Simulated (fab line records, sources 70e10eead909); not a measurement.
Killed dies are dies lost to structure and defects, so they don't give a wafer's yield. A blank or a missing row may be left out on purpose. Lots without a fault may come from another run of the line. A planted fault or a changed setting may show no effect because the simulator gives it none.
fab line records | flow nand_harc
record lots=5 wafers=15 last_day=34
route steps=1302 shown THIN_TSV@1278 END@1301
lots that met no fault: from a run of the same line without faults
start_h: hours from the record's first day to the start of the lot's first wafer shown | wait_h: hours since the lot's step before | " the same as in the row above | L1.1+2: a row that stands for several wafers | - no value, or no start given | * or withheld: withheld | < > ~ a bound
route shown NAME@n: a module of which the file shows steps, and the number in the route of the first | usual: mean/standard deviation of fault-free wafers | same: alike in all rows | chamber/n: place in a boat | sites: the reading at each site | _std_site: their standard deviation | _edge_site: outer sites' mean less inner sites' | radius_mm: how far each site lies from the wafer's centre | mask NAME#n: copy n | behind: the tool/chamber that last shaped the wafer | hold: why the lot was held/for how many hours/how that ended | device: the transistor (n, p or np) that didn't switch | end of line: the same wafers' tests at the end of the route | a step without rows: its recipe alone | killed: dies lost to structure and defects at the first sort, not the wafer's yield | map: a wafer's dies, x killed, . not, _ none there
set.NAME: the setting as run; set.NAME@STEP: as run at that earlier step | model.NAME: the simulator's own value behind a step, which no gauge read
lots at some steps of the route; a table a step, a row a wafer
services: from which hour (start_h, from the record's first day; less than 0 if before it) a tool's chamber was out of use, for how many hours, and why
## steps
# step NHARC_THIN_TSV_SRD_23
# columns lot.wafer tool chamber start_h wait_h
L079.1+3+2 wet_bench-10 3,4,7 609.34 0.0
L092.3+4+2 wet_bench-10 2,3,5 733.92 0.0
L093.6+4+2 wet_bench-08 6,7,0 751.36 0.0
L096.6+1+2 wet_bench-10 1,5,6 779.69 0.0
L097.3+6+2 wet_bench-10 5,0,2 792.00 0.0
# step NHARC_THIN_TSV_DEGAS_53
# recipe temp_c=300 time_s=60
# usual heater_power_w=462/49
# columns lot.wafer tool chamber start_h wait_h heater_power_w
L079.1 pvd_sputter-03 - 609.43 0.1 455
L079.2 " - " " 421
L079.3 " - " " 487
L092.2 pvd_sputter-02 - 734.01 0.1 506
L092.3 " - " " 464
L092.4 " - " " 427
L093.2 pvd_sputter-02 - 751.44 0.1 422
L093.4 " - " " 502
L093.6 " - " " 471
L096.1 pvd_sputter-01 - 779.79 0.1 482
L096.2 " - " " 379
L096.6 " - " " 589
L097.2 pvd_sputter-01 - 792.12 0.1 407
L097.3 " - " " 609
L097.6 " - " " 385
# step NHARC_THIN_TSV_PRE_CLEAN_54
# recipe time_s=30 temp_c=280 gas=H2/He
# usual heater_power_w=406/42
# columns lot.wafer tool chamber start_h wait_h heater_power_w
L079.1 pvd_sputter-03 - 609.52 0.1 368
L079.3 " - " " 426
L079.2 " - " " 381
L092.2 pvd_sputter-02 - 734.09 0.1 411
L092.3 " - " " 436
L092.4 " - " " 416
L093.4 pvd_sputter-02 - 751.52 0.0 413
L093.2 " - " " 429
L093.6 " - " " 437
L096.2 pvd_sputter-01 - 779.87 0.1 345
L096.1 " - " " 355
L096.6 " - " " 433
L097.2 pvd_sputter-01 - 792.17 0.0 553
L097.3 " - " " 335
L097.6 " - " " 429
# step NHARC_THIN_TSV_PVD_55
# recipe target_thk_a=500 material=TiN
# columns lot.wafer tool chamber start_h wait_h
L079.1+3+2 pvd_sputter-03 - 609.58 0.1
L092.4+2+3 pvd_sputter-02 - 734.19 0.1
L093.4+2+6 pvd_sputter-02 - 751.59 0.1
L096.1+2+6 pvd_sputter-01 - 779.93 0.0
L097.3+2+6 pvd_sputter-01 - 792.24 0.0
# step NHARC_THIN_TSV_PVD_24
# recipe target_thk_a=8000 power_w=withheld chamber_pressure_pa=withheld substrate_temp_c=withheld time_s=withheld gas=Ar material=Al
# columns lot.wafer tool chamber start_h wait_h
L079.1+2+3 pvd_sputter-03 - 609.73 0.1
L092.3+2+4 pvd_sputter-02 - 734.32 0.1
L093.2+4+6 pvd_sputter-02 - 751.74 0.1
L096.1+2+6 pvd_sputter-01 - 780.14 0.2
L097.3+2+6 pvd_sputter-01 - 792.45 0.2
# step NHARC_THIN_TSV_DEHYDRATE_25
# recipe temp_c=150 time_s=120
# usual chill_plate_temp_C=23.03/0.098
# columns lot.wafer tool chamber start_h wait_h chill_plate_temp_C
L079.1 litho_track-05 0 610.15 - 22.91
L079.2 " 0 " " 23.03
L079.3 " 0 " " 22.94
L092.2 litho_track-05 0 734.73 - 22.98
L092.3 " 0 " " 23.04
L092.4 " 0 " " 22.97
L093.2 litho_track-05 0 752.17 - 23.06
L093.4 " 0 " " 22.95
L093.6 " 0 " " 23.05
L096.1 litho_track-05 0 780.50 - 22.92
L096.2 " 0 " " 22.91
L096.6 " 0 " " 22.96
L097.2 litho_track-02 0 792.81 - 22.93
L097.3 " 0 " " 22.89
L097.6 " 0 " " 22.88
# step NHARC_THIN_TSV_HMDS_26
# recipe time_s=30
# usual chill_plate_temp_C=23.02/0.11
# columns lot.wafer tool chamber start_h wait_h chill_plate_temp_C
L079.1 litho_track-05 0 - - 23.16
L079.2 " 0 " " 23.08
L079.3 " 0 " " 23.20
L092.2 litho_track-05 0 - - 22.99
L092.3 " 0 " " 23.03
L092.4 " 0 " " 22.93
L093.2 litho_track-05 0 - - 23.00
L093.4 " 0 " " 22.91
L093.6 " 0 " " 23.09
L096.1 litho_track-05 0 - - 23.14
L096.2 " 0 " " 22.95
L096.6 " 0 " " 23.01
L097.2 litho_track-02 0 - - 22.98
L097.3 " 0 " " 22.96
L097.6 " 0 " " 22.94
# step NHARC_THIN_TSV_COAT_27
# recipe spin_rpm=*
# usual chill_plate_temp_C=22.98/0.11 spin_speed_rpm=*
# columns lot.wafer tool chamber start_h wait_h chill_plate_temp_C spin_speed_rpm
L079.1 litho_track-05 0 - - 23.08 *
L079.2 " 0 " " 22.83 *
L079.3 " 0 " " 23.00 *
L092.2 litho_track-05 0 - - 23.06 *
L092.3 " 0 " " 23.13 *
L092.4 " 0 " " 23.13 *
L093.2 litho_track-05 0 - - 22.88 *
L093.4 " 0 " " 22.93 *
L093.6 " 0 " " 22.76 *
L096.1 litho_track-05 0 - - 23.07 *
L096.2 " 0 " " 23.08 *
L096.6 " 0 " " 23.04 *
L097.2 litho_track-02 0 - - 22.92 *
L097.3 " 0 " " 22.90 *
L097.6 " 0 " " 22.98 *
# step NHARC_THIN_TSV_SOFTBAKE_28
# recipe temp_c=122 time_s=95
# usual chill_plate_temp_C=23.01/0.11
# columns lot.wafer tool chamber start_h wait_h chill_plate_temp_C
L079.1 litho_track-05 0 - - 23.05
L079.2 " 0 " " 23.04
L079.3 " 0 " " 22.89
L092.2 litho_track-05 0 - - 23.06
L092.3 " 0 " " 22.99
L092.4 " 0 " " 22.95
L093.2 litho_track-05 0 - - 22.95
L093.4 " 0 " " 22.92
L093.6 " 0 " " 22.89
L096.1 litho_track-05 0 - - 23.07
L096.2 " 0 " " 23.01
L096.6 " 0 " " 22.91
L097.2 litho_track-02 0 - - 23.18
L097.3 " 0 " " 23.18
L097.6 " 0 " " 23.14
# step NHARC_THIN_TSV_EBR_29
# usual chill_plate_temp_C=23.00/0.098
# columns lot.wafer tool chamber start_h wait_h chill_plate_temp_C
L079.1 litho_track-05 0 - - 23.12
L079.2 " 0 " " 23.00
L079.3 " 0 " " 23.01
L092.2 litho_track-05 0 - - 22.96
L092.3 " 0 " " 23.00
L092.4 " 0 " " 22.88
L093.2 litho_track-05 0 - - 22.93
L093.4 " 0 " " 22.90
L093.6 " 0 " " 22.95
L096.1 litho_track-05 0 - - 22.93
L096.2 " 0 " " 23.00
L096.6 " 0 " " 23.12
L097.2 litho_track-02 0 - - 22.99
L097.3 " 0 " " 22.93
L097.6 " 0 " " 23.01
# step NHARC_THIN_TSV_EXPOSE_30
# recipe na=0.55 dose_mj=11.47 mask_id=PAD
# usual focus_offset_nm=0.0/0.56
# columns lot.wafer tool chamber start_h wait_h mask focus_offset_nm
L079.1 krf_scanner-03 0 610.29 - PAD#0 -0.4
L079.2 " 0 " " PAD#0 0.3
L079.3 " 0 " " PAD#0 -0.1
L092.2 krf_scanner-04 0 734.88 - PAD#0 -0.3
L092.3 " 0 " " PAD#0 1.3
L092.4 " 0 " " PAD#0 -0.5
L093.2 krf_scanner-01 0 752.44 - PAD#0 0.7
L093.4 " 0 " " PAD#0 0.2
L093.6 " 0 " " PAD#0 -0.6
L096.1 krf_scanner-01 0 780.64 - PAD#0 0.1
L096.2 " 0 " " PAD#0 1.4
L096.6 " 0 " " PAD#0 0.4
L097.2 krf_scanner-01 0 792.97 - PAD#0 0.5
L097.3 " 0 " " PAD#0 0.2
L097.6 " 0 " " PAD#0 0.3
# step NHARC_THIN_TSV_PEB_31
# recipe peb_temp_c=118 peb_time_s=85
# usual chill_plate_temp_C=22.97/0.12
# columns lot.wafer tool chamber start_h wait_h chill_plate_temp_C
L079.1 litho_track-07 0 610.36 0.1 22.91
L079.2 " 0 " " 23.01
L079.3 " 0 " " 23.16
L092.2 litho_track-05 0 734.94 0.1 23.17
L092.3 " 0 " " 23.11
L092.4 " 0 " " 23.13
L093.2 litho_track-05 0 752.50 0.1 22.86
L093.4 " 0 " " 22.94
L093.6 " 0 " " 22.95
L096.1 litho_track-05 0 780.71 0.1 22.79
L096.2 " 0 " " 23.03
L096.6 " 0 " " 22.95
L097.2 litho_track-02 0 793.03 0.1 23.08
L097.3 " 0 " " 22.94
L097.6 " 0 " " 23.01
# step NHARC_THIN_TSV_DEVELOP_32
# recipe time_s=70
# usual chill_plate_temp_C=23.00/0.11
# columns lot.wafer tool chamber start_h wait_h chill_plate_temp_C
L079.1 litho_track-07 0 - - 23.03
L079.2 " 0 " " 22.88
L079.3 " 0 " " 22.98
L092.2 litho_track-05 0 - - 22.84
L092.3 " 0 " " 23.01
L092.4 " 0 " " 23.09
L093.2 litho_track-05 0 - - 22.93
L093.4 " 0 " " 23.01
L093.6 " 0 " " 22.88
L096.1 litho_track-05 0 - - 22.88
L096.2 " 0 " " 22.94
L096.6 " 0 " " 23.09
L097.2 litho_track-02 0 - - 23.01
L097.3 " 0 " " 22.96
L097.6 " 0 " " 22.99
# step NHARC_THIN_TSV_CD_MEAS_33
# recipe target_cd_nm=5000 landing_energy_ev=500
# usual cd_nm=4999.7/1.2
# columns lot.wafer tool chamber start_h wait_h cd_nm
L079.1 cd_sem-03 0 610.45 - 4999.2
L079.2 " 0 " " 4997.4
L079.3 " 0 " " 4999.6
L092.2 cd_sem-03 0 735.04 - 4999.8
L092.3 " 0 " " 5000.3
L092.4 " 0 " " 4999.6
L093.2 cd_sem-02 0 752.59 - 5001.0
L093.4 " 0 " " 5000.0
L093.6 " 0 " " 5000.5
L096.1 cd_sem-01 0 780.80 - 4999.6
L096.2 " 0 " " 4998.9
L096.6 " 0 " " 4998.6
L097.2 cd_sem-01 0 793.12 - 4999.9
L097.3 " 0 " " 5000.3
L097.6 " 0 " " 4999.1
# step NHARC_THIN_TSV_HARDBAKE_34
# recipe temp_c=125 time_s=80
# usual chill_plate_temp_C=23.00/0.1
# columns lot.wafer tool chamber start_h wait_h chill_plate_temp_C
L079.1 litho_track-05 0 610.53 - 23.06
L079.2 " 0 " " 23.02
L079.3 " 0 " " 22.97
L092.2 litho_track-05 0 735.12 - 22.94
L092.3 " 0 " " 22.98
L092.4 " 0 " " 22.99
L093.2 litho_track-05 0 752.67 - 23.06
L093.4 " 0 " " 23.07
L093.6 " 0 " " 23.10
L096.1 litho_track-05 0 780.88 - 22.95
L096.2 " 0 " " 22.99
L096.6 " 0 " " 22.84
L097.2 litho_track-07 0 793.20 - 23.00
L097.3 " 0 " " 23.08
L097.6 " 0 " " 22.89
# step NHARC_THIN_TSV_DESCUM_35
# recipe time_s=3 o2_flow_sccm=200 ar_flow_sccm=0 bias_power_w=0 chemistry=O2
# usual drypump_motor_current_A=5.9/0.49 o2_flow_sccm=200.0/0.65 oes_product_au=1.000/0.0086 rf_vpp_V=57.7/0.82 showerhead_plenum_p_Torr=1.87/0.082 throttle_valve_pct=11.312/0.0095
# columns lot.wafer tool chamber start_h wait_h drypump_motor_current_A o2_flow_sccm oes_product_au rf_hours_counter_h rf_vpp_V showerhead_plenum_p_Torr throttle_valve_pct
L079.1 rie_diel-09 2 610.61 - 5.2 200.4 1.009 6.4 57.6 1.82 11.289
L079.3 " 3 " " 5.6 200.3 1.007 6.0 58.1 1.97 11.339
L079.2 " 1 " " 5.7 200.0 1.002 6.6 57.0 1.94 11.329
L092.4 rie_diel-09 2 735.19 - 5.2 200.0 0.978 4.1 58.3 1.82 11.307
L092.2 " 3 " " 5.6 199.0 0.994 3.6 56.9 1.97 11.306
L092.3 " 1 " " 5.7 200.2 0.989 3.3 57.5 1.94 11.319
L093.4 rie_diel-08 3 752.75 - 5.6 199.8 1.001 1.3 57.9 2.02 11.303
L093.2 " 1 " " 6.8 200.6 1.004 1.0 55.4 1.81 11.315
L093.6 " 0 " " 6.4 200.2 1.004 - 59.0 1.81 11.308
L096.2 rie_diel-08 1 780.96 - 6.7 201.0 1.017 2.1 57.4 1.81 11.320
L096.1 " 0 " " 6.3 200.1 1.003 2.4 57.9 1.81 11.305
L096.6 " 1 " " 6.7 200.2 1.013 - 57.5 1.81 11.301
L097.2 rie_diel-09 2 793.28 - 5.2 201.2 0.986 7.0 56.3 1.82 11.315
L097.3 " 3 " " 5.6 199.7 0.998 6.2 58.0 1.97 11.305
L097.6 " 3 " " 5.6 199.8 0.994 - 57.8 1.97 11.307
# step NHARC_THIN_TSV_ETCH_59
# recipe target_depth_a=8800 icp_w=900 bias_w=100 Cl2_flow_sccm=60 bcl3_flow_sccm=30 time_s=138.1 chemistry=Cl2/BCl3
# usual drypump_motor_current_A=5.83/0.23 oes_product_au=1.001/0.0076 throttle_valve_pct=22.265/0.009
# columns lot.wafer tool chamber start_h wait_h drypump_motor_current_A oes_product_au rf_hours_counter_h throttle_valve_pct
L079.2 rie_metal-02 1 610.73 0.1 5.69 1.015 3.2 22.286
L079.1 " 0 " " 5.47 1.007 2.7 22.276
L079.3 " 1 " " 5.69 1.014 - 22.280
L092.2 rie_metal-01 0 735.35 0.1 5.81 1.012 2.5 22.246
L092.3 " 1 " " 6.03 1.022 - 22.268
L092.4 " 0 " " 5.82 1.013 - 22.256
L093.2 rie_metal-03 0 752.91 0.1 6.16 0.999 0.8 22.273
L093.4 " 1 " " 5.69 1.007 - 22.252
L093.6 " 0 " " 6.17 0.996 - 22.260
L096.1 rie_metal-03 0 781.09 0.1 6.18 0.992 1.2 22.268
L096.2 " 1 " " 5.68 0.996 1.2 22.268
L096.6 " 0 " " 6.17 0.998 - 22.256
L097.2 rie_metal-02 1 793.47 0.2 5.69 0.990 2.1 22.256
L097.3 " 1 " " 5.67 0.983 - 22.252
L097.6 " 0 " " 5.53 0.986 - 22.271
# step NHARC_THIN_TSV_ETCH_36
# recipe target_depth_a=650 over_etch_frac=0.3 time_s=18.571 ion_energy_ev=150 chemistry=Cl2/BCl3
# usual drypump_motor_current_A=5.83/0.22 oes_product_au=1.001/0.0092
# same over_etch_frac=0.3
# columns lot.wafer tool chamber start_h wait_h drypump_motor_current_A oes_product_au rf_hours_counter_h
L079.1 rie_metal-02 1 610.99 0.2 5.72 1.008 3.3
L079.2 " 0 " " 5.48 1.007 2.9
L079.3 " 1 " " 5.70 1.011 -
L092.2 rie_metal-01 1 735.58 0.2 5.99 1.004 2.6
L092.3 " 1 " " 6.00 1.001 -
L092.4 " 0 " " 5.82 1.003 -
L093.2 rie_metal-03 1 753.14 0.2 5.65 0.997 0.9
L093.4 " 0 " " 6.17 1.003 -
L093.6 " 0 " " 6.17 0.993 -
L096.1 rie_metal-03 1 781.35 0.2 5.66 0.984 1.3
L096.2 " 0 " " 6.17 0.994 1.3
L096.6 " 0 " " 6.16 0.994 -
L097.2 rie_metal-02 0 793.69 0.2 5.46 1.007 2.2
L097.3 " 1 " " 5.67 0.996 -
L097.6 " 0 " " 5.48 1.003 -
# step NHARC_THIN_TSV_STRIP_56
# recipe power_w=1500 temp_c=250 chemistry=O2
# usual drypump_motor_current_A=5.5/0.36 heater_power_w=330/47
# columns lot.wafer tool chamber start_h wait_h drypump_motor_current_A heater_power_w rf_hours_counter_h
L079.1 plasma_asher-01 0 611.09 0.1 5.2 288 19
L079.2 " 1 " " 5.7 306 19
L079.3 " 0 " " 5.2 289 -
L092.2 plasma_asher-01 1 735.72 0.1 5.7 300 5
L092.4 " 0 " " 5.1 297 -
L092.3 " 1 " " 5.7 300 -
L093.2 plasma_asher-02 0 753.28 0.1 5.3 413 30
L093.4 " 1 " " 6.0 313 -
L093.6 " 0 " " 5.2 412 -
L096.1 plasma_asher-01 0 781.50 0.1 5.1 293 14
L096.2 " 1 " " 5.7 301 14
L096.6 " 1 " " 5.6 300 -
L097.2 plasma_asher-01 1 793.83 0.1 5.6 301 18
L097.3 " 1 " " 5.6 301 -
L097.6 " 0 " " 5.1 294 -
# step NHARC_THIN_TSV_STRIP_57
# recipe time_s=1200 temp_c=72.5 chemistry=post_etch_residue_remover
# columns lot.wafer tool chamber start_h wait_h
L079.3+2+1 wet_bench-10 2,4,5 611.46 0.2
L092.4+2+3 wet_bench-10 1,2,3 736.05 0.2
L093.4+2+6 wet_bench-08 7,2,3 753.59 0.2
L096.2+1+6 wet_bench-08 1,3,5 781.86 0.3
L097.2+3+6 wet_bench-10 1,2,4 794.14 0.3
# step NHARC_THIN_TSV_CD_MEAS_37
# usual cd_nm=5000.2/2
# columns lot.wafer tool chamber start_h wait_h cd_nm
L079.1 cd_sem-01 - 611.89 - 5000.0
L079.2 " - " " 5000.0
L079.3 " - " " 5002.8
L092.2 cd_sem-03 - 736.47 - 5002.3
L092.3 " - " " 5002.3
L092.4 " - " " 5001.5
L093.2 cd_sem-02 - 754.03 - 4999.2
L093.4 " - " " 4999.7
L093.6 " - " " 5001.3
L096.1 cd_sem-02 - 782.30 - 5002.5
L096.2 " - " " 5001.5
L096.6 " - " " 5000.5
L097.2 cd_sem-01 - 794.58 - 5000.9
L097.3 " - " " 5001.4
L097.6 " - " " 4999.3
# step NHARC_THIN_TSV_ANNEAL_58
# recipe temp_c=400 time_s=1800
# columns lot.wafer tool chamber start_h wait_h
L079.1+2+3 furnace-08 0 614.96 3.1
L092.2+3+4 furnace-08 0 737.72 1.3
L093.2+4+6 furnace-04 0 757.23 3.2
L096.1+2+6 furnace-08 0 788.33 6.0
L097.2+3+6 furnace-04 0 798.87 4.3
# step NHARC_THIN_TSV_INSPECT_40
# usual raw_defect_count=541/83
# columns lot.wafer tool chamber start_h wait_h raw_defect_count
L079.1 defect_inspect-02 - 616.42 0.4 520
L079.2 " - " " 529
L079.3 " - " " 490
L092.2 defect_inspect-02 - 739.20 0.4 574
L092.3 " - " " 588
L092.4 " - " " 568
L093.2 defect_inspect-02 - 762.14 3.8 458
L093.4 " - " " 463
L093.6 " - " " 468
L096.1 defect_inspect-02 - 789.76 0.4 592
L096.2 " - " " 691
L096.6 " - " " 536
L097.2 defect_inspect-01 - 800.32 0.4 550
L097.3 " - " " 604
L097.6 " - " " 603
# step NHARC_END_WLT_00
# usual VT_DECK1_BOTTOM=0.869/0.0088 VT_DECK1_BOTTOM_INNER=0.868/0.0085 VT_DECK1_MEDIAN_NEAR_BOTTOM=0.869/0.009 VT_DECK1_MEDIAN_NEAR_BOTTOM_INNER=0.869/0.0097 VT_DECK1_MIDDLE=0.881/0.008 VT_DECK1_MIDDLE_INNER=0.880/0.008 VT_DECK1_TOP=0.892/0.0082 VT_DECK1_TOP_INNER=0.892/0.0087 VT_DECK2_BOTTOM=0.873/0.0067 VT_DECK2_BOTTOM_INNER=0.874/0.0073 VT_DECK2_MEDIAN_NEAR_BOTTOM=0.874/0.0068 VT_DECK2_MEDIAN_NEAR_BOTTOM_INNER=0.875/0.0072 VT_DECK2_MIDDLE=0.886/0.0071 VT_DECK2_MIDDLE_INNER=0.887/0.0074 VT_DECK2_TOP=0.898/0.0068 VT_DECK2_TOP_INNER=0.898/0.0078
# columns lot.wafer tool chamber start_h wait_h VT_DECK1_BOTTOM VT_DECK1_BOTTOM_INNER VT_DECK1_MEDIAN_NEAR_BOTTOM VT_DECK1_MEDIAN_NEAR_BOTTOM_INNER VT_DECK1_MIDDLE VT_DECK1_MIDDLE_INNER VT_DECK1_TOP VT_DECK1_TOP_INNER VT_DECK2_BOTTOM VT_DECK2_BOTTOM_INNER VT_DECK2_MEDIAN_NEAR_BOTTOM VT_DECK2_MEDIAN_NEAR_BOTTOM_INNER VT_DECK2_MIDDLE VT_DECK2_MIDDLE_INNER VT_DECK2_TOP VT_DECK2_TOP_INNER
L079.1 prober-01 - 616.46 0.0 0.877 0.877 0.881 0.883 0.883 0.895 0.890 0.905 0.869 0.871 0.870 0.869 0.887 0.891 0.904 0.904
L079.2 " - " " 0.883 0.880 0.873 0.876 0.886 0.890 0.893 0.900 0.870 0.871 0.874 0.877 0.893 0.892 0.908 0.898
L079.3 " - " " 0.873 0.872 0.878 0.877 0.888 0.888 0.897 0.900 0.879 0.879 0.884 0.882 0.887 0.901 0.904 0.902
L092.2 prober-02 - 739.76 0.6 0.880 0.883 0.891 0.888 0.902 0.898 0.910 0.907 0.878 0.884 0.878 0.883 0.899 0.899 0.901 0.905
L092.3 " - " " 0.886 0.886 0.884 0.892 0.897 0.896 0.910 0.910 0.883 0.879 0.879 0.880 0.898 0.902 0.901 0.901
L092.4 " - " " 0.884 0.890 0.882 0.886 0.902 0.894 0.898 0.913 0.879 0.881 0.885 0.879 0.893 0.889 0.904 0.911
L093.2 prober-01 - 762.71 0.6 0.865 0.856 0.854 0.862 0.880 0.878 0.878 0.881 0.881 0.883 0.885 0.881 0.901 0.900 0.915 0.915
L093.4 " - 763.71 1.6 0.861 0.856 0.863 0.851 0.870 0.877 0.886 0.883 0.882 0.883 0.879 0.881 0.893 0.896 0.902 0.902
L093.6 " - " " 0.859 0.861 0.856 0.857 0.866 0.870 0.876 0.882 0.880 0.878 0.884 0.882 0.898 0.892 0.907 0.909
L096.1 prober-01 - 789.81 0.0 0.864 0.868 0.866 0.862 0.880 0.878 0.884 0.888 0.876 0.886 0.879 0.880 0.893 0.890 0.903 0.902
L096.2 " - " " 0.863 0.870 0.872 0.863 0.878 0.878 0.884 0.889 0.881 0.889 0.882 0.885 0.892 0.894 0.906 0.909
L096.6 " - 792.31 2.5 0.866 0.861 0.868 0.860 0.877 0.872 0.892 0.882 0.881 0.887 0.880 0.887 0.896 0.892 0.900 0.906
L097.2 prober-02 - 800.88 0.6 0.866 0.874 0.870 0.872 0.882 0.880 0.901 0.900 0.865 0.872 0.868 0.878 0.892 0.882 0.897 0.891
L097.3 " - " " 0.868 0.870 0.869 0.869 0.881 0.881 0.892 0.899 0.870 0.865 0.868 0.863 0.880 0.883 0.895 0.890
L097.6 " - 802.85 2.5 0.876 0.877 0.873 0.864 0.884 0.885 0.895 0.894 0.864 0.869 0.867 0.874 0.879 0.881 0.897 0.895
## services
# columns tool chamber start_h hours kind
rie_metal-03 1 586.87 7.9 repair
rie_diel-09 0 588.70 1.8 repair
pvd_sputter-01 - 600.61 2.0 repair
litho_track-07 - 601.00 7.0 pm
rie_diel-09 3 614.44 9.0 repair
rie_diel-09 3 624.71 9.7 repair
rie_metal-02 - 631.00 9.0 pm
pvd_sputter-02 - 638.08 10.0 pm
wet_bench-08 - 646.41 8.0 pm
litho_track-05 - 649.00 7.0 pm
pvd_sputter-03 - 652.81 2.8 repair
krf_scanner-01 - 656.00 4.0 pm
wet_bench-10 - 663.20 8.0 pm
rie_metal-02 0 664.69 2.5 repair
pvd_sputter-02 - 678.60 5.5 repair
pvd_sputter-01 - 689.95 1.1 repair
rie_metal-03 - 696.00 9.0 pm
plasma_asher-01 - 701.55 9.0 pm
pvd_sputter-03 - 704.91 10.0 pm
pvd_sputter-02 - 741.35 0.8 repair
pvd_sputter-01 - 747.56 12.3 repair
litho_track-02 - 752.00 7.0 pm
pvd_sputter-01 - 760.00 10.0 pm
pvd_sputter-02 - 763.80 6.3 repair
## key
fault none
